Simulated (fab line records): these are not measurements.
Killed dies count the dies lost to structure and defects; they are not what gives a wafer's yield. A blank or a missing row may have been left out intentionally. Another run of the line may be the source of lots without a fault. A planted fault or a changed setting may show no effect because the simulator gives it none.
fab line records -- flow n5_finfet
[record] lots = 7, wafers = 39
route steps=1938 shown WELL_APT@55 DUMMY_GATE@228
start_h: hours from the record's opening day to when the first of the lot's shown wafers began -- wait_h: hours from the lot's prior step to this one -- " repeats the value in the row above -- L1.1+2: several wafers, shown together as one row -- - value missing, or start not given -- * or withheld: withheld -- < > ~ a bound
route shown NAME@n: names a module that has steps shown in the file, with the first one's number in the route -- usual: mean/standard deviation taken from wafers without a fault -- same: alike in all rows -- chamber/n: place in a boat -- sites: readings site by site -- _std_site: their standard deviation -- _edge_site: the outer-site mean with the inner-site mean subtracted -- radius_mm: how far each site lies from the wafer's centre -- mask NAME#n: copy n -- behind: the tool/chamber that last shaped the wafer -- hold: why the lot went on hold/how many hours it stayed there/how the hold came to an end -- device: names the non-switching transistor (n, p or np) -- end of line: tests run on the same wafers once the route is complete -- where a step has no rows: the recipe by itself -- killed: at the first sort, the dies lost to defects and structure; wafer yield is something else -- map: a wafer's dies, x killed, . not, _ none there
set.NAME: the setting the step ran with; set.NAME@STEP: the setting that earlier step ran with -- model.NAME: the simulator's own value behind a step, which no gauge read
lots whose settings were changed on purpose; a table a step, a row a wafer
[[steps]]
[step N5_WELL_APT_EPI_41]
[recipe] material = Si, target_thk_a = 500, temp_c = 650, precursor = SiH4/H2, pressure_torr = 20, time_s = 297.7
lot.wafer,tool,chamber,start_h,wait_h,set.target_thk_a,model.Si_of_WELL_APT_EPI_41.thk_nm
L081.1,epi_rpcvd-01,0,58.10,0.0,477.9,47.86
L081.2,epi_rpcvd-01,0,58.10,0.0,500,49.82
L081.3,epi_rpcvd-01,0,58.10,0.0,500,49.89
L081.4,epi_rpcvd-01,0,58.10,0.0,477.9,48.05
L081.5,epi_rpcvd-01,0,58.10,0.0,477.9,47.62
L081.6,epi_rpcvd-01,0,58.10,0.0,500,50.22
L082.1,epi_rpcvd-04,0,64.01,0.0,500,49.83
L082.2,epi_rpcvd-04,0,64.01,0.0,513.9,50.93
L082.3,epi_rpcvd-04,0,64.01,0.0,513.9,51.1
L082.4,epi_rpcvd-04,0,64.01,0.0,500,48.95
L082.5,epi_rpcvd-04,0,64.01,0.0,513.9,51.08
L082.6,epi_rpcvd-04,0,64.01,0.0,500,48.98
L084.1,epi_rpcvd-01,0,76.27,0.0,500,50.46
L084.2,epi_rpcvd-01,0,76.27,0.0,500,49.47
L084.3,epi_rpcvd-01,0,76.27,0.0,537.1,54.31
L084.4,epi_rpcvd-01,0,76.27,0.0,500,49.98
L084.5,epi_rpcvd-01,0,76.27,0.0,537.1,54.22
L084.6,epi_rpcvd-01,0,76.27,0.0,537.1,54
L085.2,epi_rpcvd-04,0,82.25,0.1,500,49.76
L085.3,epi_rpcvd-04,0,82.25,0.1,500,49.3
L085.5,epi_rpcvd-04,0,82.25,0.1,500,49.56
L088.1,epi_rpcvd-01,0,100.73,0.0,515.7,51.33
L088.2,epi_rpcvd-01,0,100.73,0.0,500,50
L088.3,epi_rpcvd-01,0,100.73,0.0,515.7,52.3
L088.4,epi_rpcvd-01,0,100.73,0.0,500,50.08
L088.5,epi_rpcvd-01,0,100.73,0.0,500,49.8
L088.6,epi_rpcvd-01,0,100.73,0.0,515.7,51.47
L096.1,epi_rpcvd-01,0,148.44,0.0,526.9,51.62
L096.2,epi_rpcvd-01,0,148.44,0.0,500,49.09
L096.3,epi_rpcvd-01,0,148.44,0.0,500,49.62
L096.4,epi_rpcvd-01,0,148.44,0.0,526.9,51.87
L096.5,epi_rpcvd-01,0,148.44,0.0,500,49.1
L096.6,epi_rpcvd-01,0,148.44,0.0,526.9,51.84
L097.1,epi_rpcvd-04,0,153.93,0.0,522.3,52.77
L097.2,epi_rpcvd-04,0,153.93,0.0,500,50.46
L097.3,epi_rpcvd-04,0,153.93,0.0,500,49.67
L097.4,epi_rpcvd-04,0,153.93,0.0,522.3,52.44
L097.5,epi_rpcvd-04,0,153.93,0.0,500,50.84
L097.6,epi_rpcvd-04,0,153.93,0.0,522.3,52.34
[step N5_DUMMY_GATE_EXPOSE_12]
[recipe] mask_id = GATE, na = 0.33, source_shape = annular, sigma_inner = 0.2, sigma_outer = 0.6, polarization = unpolarized, target_cd_nm = 25, dose_mj = 34
lot.wafer,tool,chamber,start_h,wait_h,mask,set.dose_mj
L081.1+3+5,euv_scanner-01,0,87.65,-,GATE#0,32.53
L081.2+4+6,euv_scanner-01,0,87.65,-,GATE#0,34
L082.1+4+5,euv_scanner-01,0,93.26,-,GATE#0,31.67
L082.2+3+6,euv_scanner-01,0,93.26,-,GATE#0,34
L084.1+3+5,euv_scanner-02,0,105.05,-,GATE#0,35.48
L084.2+4+6,euv_scanner-02,0,105.05,-,GATE#0,34
L085.2+3+5,euv_scanner-02,0,113.44,-,GATE#0,34
L088.1+2+3,euv_scanner-02,0,130.09,-,GATE#0,34
L088.4+5+6,euv_scanner-02,0,130.09,-,GATE#0,32.27
L096.1+4+5,euv_scanner-01,0,177.18,-,GATE#0,34
L096.2+3+6,euv_scanner-01,0,177.18,-,GATE#0,31.34
L097.1+2+3+4+5+6,euv_scanner-01,0,182.89,-,GATE#0,34
[step N5_DUMMY_GATE_PEB_13]
[recipe] peb_temp_c = 100, peb_time_s = 60, resist = CAR-EUV
[step N5_DUMMY_GATE_DEVELOP_14]
[recipe] develop_time_s = 30, developer = TMAH, resist = CAR-EUV, rinse_liquid = surfactant_rinse, dry = air_spin, dev_temp_c = 23
[step N5_DUMMY_GATE_CD_MEAS_15]
[recipe] target_cd_nm = 25.8, landing_energy_ev = 500, detector = se_inlens
[usual] cd_nm = 24.96/0.23
lot.wafer,tool,chamber,start_h,wait_h,set.dose_mj@DUMMY_GATE_EXPOSE_12,cd_nm
L081.1,cd_sem-02,0,87.78,-,32.53,25.76
L081.2,cd_sem-02,0,87.78,-,34,24.70
L081.3,cd_sem-02,0,87.78,-,32.53,25.79
L081.4,cd_sem-02,0,87.78,-,34,24.83
L081.5,cd_sem-02,0,87.78,-,32.53,25.78
L081.6,cd_sem-02,0,87.78,-,34,25.02
L082.1,cd_sem-02,0,93.38,-,31.67,26.11
L082.2,cd_sem-02,0,93.38,-,34,24.84
L082.3,cd_sem-02,0,93.38,-,34,24.95
L082.4,cd_sem-02,0,93.38,-,31.67,26.18
L082.5,cd_sem-02,0,93.38,-,31.67,26.11
L082.6,cd_sem-02,0,93.38,-,34,25.00
L084.1,cd_sem-01,0,105.18,-,35.48,24.30
L084.2,cd_sem-01,0,105.18,-,34,24.85
L084.3,cd_sem-01,0,105.18,-,35.48,24.34
L084.4,cd_sem-01,0,105.18,-,34,25.00
L084.5,cd_sem-01,0,105.18,-,35.48,24.32
L084.6,cd_sem-01,0,105.18,-,34,24.71
L085.2,cd_sem-03,0,113.56,-,34,24.94
L085.3,cd_sem-03,0,113.56,-,34,24.83
L085.5,cd_sem-03,0,113.56,-,34,24.81
L088.1,cd_sem-03,0,130.22,-,34,24.81
L088.2,cd_sem-03,0,130.22,-,34,24.86
L088.3,cd_sem-03,0,130.22,-,34,24.97
L088.4,cd_sem-03,0,130.22,-,32.27,25.91
L088.5,cd_sem-03,0,130.22,-,32.27,26.29
L088.6,cd_sem-03,0,130.22,-,32.27,25.75
L096.1,cd_sem-02,0,177.31,-,34,25.27
L096.2,cd_sem-02,0,177.31,-,31.34,26.86
L096.3,cd_sem-02,0,177.31,-,31.34,26.61
L096.4,cd_sem-02,0,177.31,-,34,25.07
L096.5,cd_sem-02,0,177.31,-,34,25.03
L096.6,cd_sem-02,0,177.31,-,31.34,26.31
L097.1,cd_sem-03,0,183.02,-,34,24.51
L097.2,cd_sem-03,0,183.02,-,34,24.80
L097.3,cd_sem-03,0,183.02,-,34,24.82
L097.4,cd_sem-03,0,183.02,-,34,25.09
L097.5,cd_sem-03,0,183.02,-,34,24.60
L097.6,cd_sem-03,0,183.02,-,34,24.67
[step N5_DUMMY_GATE_ETCH_37]
[recipe] chemistry = N2/H2, target = SOC, target_depth_a = 600, overetch_a = 300, temp_c = 40, ion_energy_ev = 200, pressure_mtorr = 30, source_w = 840, bias_w = 150, n2_flow_sccm = 200, h2_flow_sccm = 200
[usual] rf_vpp_V = 523.9/2.1
lot.wafer,tool,chamber,start_h,wait_h,set.source_w,rf_vpp_V
L081.1,rie_diel-03,3,88.05,0.0,840,526.5
L081.2,rie_diel-03,2,88.05,0.0,899.9,509.6
L081.3,rie_diel-03,1,88.05,0.0,840,523.7
L081.4,rie_diel-03,1,88.05,0.0,840,523.2
L081.5,rie_diel-03,2,88.05,0.0,899.9,509.2
L081.6,rie_diel-03,3,88.05,0.0,899.9,515.3
L082.1,rie_diel-04,3,94.26,0.0,840,522.0
L082.2,rie_diel-04,2,94.26,0.0,683.1,563.2
L082.3,rie_diel-04,0,94.26,0.0,840,525.4
L082.4,rie_diel-04,1,94.26,0.0,840,524.3
L082.5,rie_diel-04,0,94.26,0.0,683.1,562.3
L082.6,rie_diel-04,1,94.26,0.0,683.1,561.0
L084.1,rie_diel-01,1,105.45,0.0,754.9,543.2
L084.2,rie_diel-01,3,105.45,0.0,840,522.2
L084.3,rie_diel-01,2,105.45,0.0,840,521.9
L084.4,rie_diel-01,0,105.45,0.0,754.9,545.1
L084.5,rie_diel-01,0,105.45,0.0,754.9,543.6
L084.6,rie_diel-01,1,105.45,0.0,840,523.1
L085.2,rie_diel-04,1,113.84,0.0,840,523.4
L085.3,rie_diel-04,3,113.84,0.0,840,520.4
L085.5,rie_diel-04,0,113.84,0.0,840,525.9
L088.1,rie_diel-03,0,130.50,0.0,896.9,513.2
L088.2,rie_diel-03,3,130.50,0.0,840,526.7
L088.3,rie_diel-03,1,130.50,0.0,896.9,512.7
L088.4,rie_diel-03,2,130.50,0.0,896.9,509.8
L088.5,rie_diel-03,0,130.50,0.0,840,526.0
L088.6,rie_diel-03,3,130.50,0.0,840,524.4
L096.1,rie_diel-03,1,177.59,0.0,908.6,510.6
L096.2,rie_diel-03,0,177.59,0.0,840,524.6
L096.3,rie_diel-03,3,177.59,0.0,908.6,512.6
L096.4,rie_diel-03,2,177.59,0.0,840,520.9
L096.5,rie_diel-03,3,177.59,0.0,908.6,511.3
L096.6,rie_diel-03,2,177.59,0.0,840,519.6
L097.1,rie_diel-03,3,183.29,0.0,840,526.7
L097.2,rie_diel-03,1,183.29,0.0,840,523.3
L097.3,rie_diel-03,0,183.29,0.0,840,524.7
L097.4,rie_diel-03,2,183.29,0.0,840,519.7
L097.5,rie_diel-03,1,183.29,0.0,840,523.7
L097.6,rie_diel-03,0,183.29,0.0,840,525.7
[step N5_DUMMY_GATE_STRIP_38]
[recipe] chemistry = N2/H2, temp_c = 40, n2_flow_sccm = 200, h2_flow_sccm = 200, rf_frequency_hz = 6e+07
[step N5_DUMMY_GATE_STRIP_39]
[recipe] chemistry = N2/H2, temp_c = 40, n2_flow_sccm = 200, h2_flow_sccm = 200, rf_frequency_hz = 6e+07
[step N5_DUMMY_GATE_TRIM_49]
[recipe] chemistry = O2, resist = SOC, time_s = 29, target_cd_nm = 14, source_power_w = 300, bias_power_w = 0, O2_flow_sccm = 100, temp_c = 20
lot.wafer,tool,chamber,start_h,wait_h,set.dose_mj@DUMMY_GATE_EXPOSE_12,model.DUMMY_GATE.cd_nm
L081.1,rie_si-03,2,88.14,0.0,32.53,15
L081.2+4,rie_si-03,"1,0",88.14,0.0,34,13.8
L081.3,rie_si-03,3,88.14,0.0,32.53,14.6
L081.5,rie_si-03,2,88.14,0.0,32.53,14.8
L081.6,rie_si-03,1,88.14,0.0,34,14
L082.1+5,rie_si-06,"3,2",94.34,0.0,31.67,15.8
L082.2,rie_si-06,2,94.34,0.0,34,15
L082.3,rie_si-06,0,94.34,0.0,34,13.8
L082.4,rie_si-06,1,94.34,0.0,31.67,15.6
L082.6,rie_si-06,3,94.34,0.0,34,14.4
L084.1,rie_si-01,1,105.53,0.0,35.48,13.2
L084.2,rie_si-01,0,105.53,0.0,34,14.2
L084.3,rie_si-01,3,105.53,0.0,35.48,13.6
L084.4+6,rie_si-01,"2,0",105.53,0.0,34,14
L084.5,rie_si-01,1,105.53,0.0,35.48,12.8
L085.2,rie_si-03,1,113.92,0.0,34,14.4
L085.3,rie_si-03,2,113.92,0.0,34,14.2
L085.5,rie_si-03,0,113.92,0.0,34,13.4
L088.1,rie_si-06,2,130.58,0.0,34,14.4
L088.2,rie_si-06,3,130.58,0.0,34,14
L088.3,rie_si-06,0,130.58,0.0,34,13.4
L088.4,rie_si-06,1,130.58,0.0,32.27,14.6
L088.5,rie_si-06,3,130.58,0.0,32.27,15.4
L088.6,rie_si-06,2,130.58,0.0,32.27,15.2
L096.1+5,rie_si-03,"0,3",177.67,0.0,34,13.8
L096.2,rie_si-03,1,177.67,0.0,31.34,16.2
L096.3,rie_si-03,3,177.67,0.0,31.34,15.2
L096.4,rie_si-03,2,177.67,0.0,34,14.4
L096.6,rie_si-03,2,177.67,0.0,31.34,15.8
L097.1+5,rie_si-06,"0,2",183.37,0.0,34,13.8
L097.2,rie_si-06,1,183.37,0.0,34,13.4
L097.3+6,rie_si-06,3,183.37,0.0,34,14.4
L097.4,rie_si-06,2,183.37,0.0,34,14.2
[step N5_DUMMY_GATE_ETCH_42]
[recipe] chemistry = CHF3/O2, target = SiO2, target_depth_a = 35, time_s = 31, ion_energy_ev = 30, bias_w = 12, pressure_mtorr = 30, source_w = 600, Ar_flow_sccm = 200, CHF3_flow_sccm = 50, O2_flow_sccm = 5
[usual] rf_vpp_V = 42.6/0.98
lot.wafer,tool,chamber,start_h,wait_h,set.bias_w,set.dose_mj@DUMMY_GATE_EXPOSE_12,rf_vpp_V,model.DUMMY_GATE.cd_nm
L081.1,rie_diel-01,2,88.93,0.0,12,32.53,42.6,16.2
L081.2,rie_diel-01,0,88.93,0.0,10.52,34,39.3,15.2
L081.3,rie_diel-01,1,88.93,0.0,12,32.53,42.2,15.8
L081.4,rie_diel-01,3,88.93,0.0,10.52,34,36.7,14.8
L081.5,rie_diel-01,2,88.93,0.0,10.52,32.53,37.7,16
L081.6,rie_diel-01,3,88.93,0.0,12,34,42.7,15.2
L082.1,rie_diel-01,1,95.18,0.0,11.09,31.67,39.7,17.2
L082.2,rie_diel-01,3,95.18,0.0,11.09,34,40.8,16.2
L082.3,rie_diel-01,2,95.18,0.0,12,34,41.3,15
L082.4,rie_diel-01,0,95.18,0.0,11.09,31.67,40.4,16.6
L082.5,rie_diel-01,1,95.18,0.0,12,31.67,42.6,16.6
L082.6,rie_diel-01,0,95.18,0.0,12,34,41.0,15.8
L084.1,rie_diel-03,0,106.31,0.0,12,35.48,42.3,14.2
L084.2,rie_diel-03,1,106.31,0.0,12,34,43.2,15.4
L084.3,rie_diel-03,2,106.31,0.0,12,35.48,44.6,14.8
L084.4,rie_diel-03,2,106.31,0.0,12,34,44.6,15.2
L084.5,rie_diel-03,0,106.31,0.0,12,35.48,41.8,14.2
L084.6,rie_diel-03,1,106.31,0.0,12,34,43.6,15.4
L085.2,rie_diel-03,3,114.66,0.0,12,34,45.0,15.2
L085.3,rie_diel-03,2,114.66,0.0,12,34,41.9,15.4
L085.5,rie_diel-03,2,114.66,0.0,12,34,42.6,14.4
L088.1,rie_diel-03,3,131.27,0.0,12,34,43.0,15.6
L088.2,rie_diel-03,2,131.27,0.0,13.12,34,44.8,15
L088.3,rie_diel-03,1,131.27,0.0,13.12,34,46.6,14.6
L088.4,rie_diel-03,0,131.27,0.0,12,32.27,42.0,15.8
L088.5,rie_diel-03,1,131.27,0.0,13.12,32.27,46.4,16.4
L088.6,rie_diel-03,2,131.27,0.0,12,32.27,42.7,16.4
L096.1,rie_diel-03,2,178.36,0.0,12,34,42.8,14.6
L096.2,rie_diel-03,0,178.36,0.0,12,31.34,43.6,17.2
L096.3,rie_diel-03,1,178.36,0.0,13.85,31.34,47.9,16.2
L096.4,rie_diel-03,3,178.36,0.0,13.85,34,47.9,15
L096.5,rie_diel-03,3,178.36,0.0,13.85,34,48.8,14.4
L096.6,rie_diel-03,0,178.36,0.0,12,31.34,43.0,16.6
L097.1,rie_diel-04,1,184.14,0.1,12,34,42.0,14.8
L097.2,rie_diel-04,3,184.14,0.1,13.72,34,46.8,15
L097.3,rie_diel-04,2,184.14,0.1,12,34,45.6,15.2
L097.4,rie_diel-04,0,184.14,0.1,13.72,34,46.4,15.2
L097.5,rie_diel-04,0,184.14,0.1,12,34,43.2,14.8
L097.6,rie_diel-04,3,184.14,0.1,13.72,34,47.1,15.8
[[key]]
[split] step = N5_WELL_APT_EPI_41, setting = target_thk_a, stated = 500, by = wafer
[response] step = N5_WELL_APT_EPI_41, reading = model.Si_of_WELL_APT_EPI_41.thk_nm, change = +0.527, per = 1%, r = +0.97
[split] step = N5_DUMMY_GATE_EXPOSE_12, setting = dose_mj, stated = 34, by = wafer
[response] step = N5_DUMMY_GATE_CD_MEAS_15, reading = cd_nm, change = -0.185, per = 1%, r = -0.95
[response] step = N5_DUMMY_GATE_TRIM_49, reading = model.DUMMY_GATE.cd_nm, change = -0.211, per = 1%, r = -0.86
[response] step = N5_DUMMY_GATE_ETCH_42, reading = model.DUMMY_GATE.cd_nm, change = -0.217, per = 1%, r = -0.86
[split] step = N5_DUMMY_GATE_ETCH_37, setting = source_w, stated = 840, by = wafer
[response] step = N5_DUMMY_GATE_ETCH_37, reading = rf_vpp_V, change = -1.96, per = 1%, r = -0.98
[split] step = N5_DUMMY_GATE_ETCH_42, setting = bias_w, stated = 12, by = wafer
[response] step = N5_DUMMY_GATE_ETCH_42, reading = rf_vpp_V, change = +0.3, per = 1%, r = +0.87
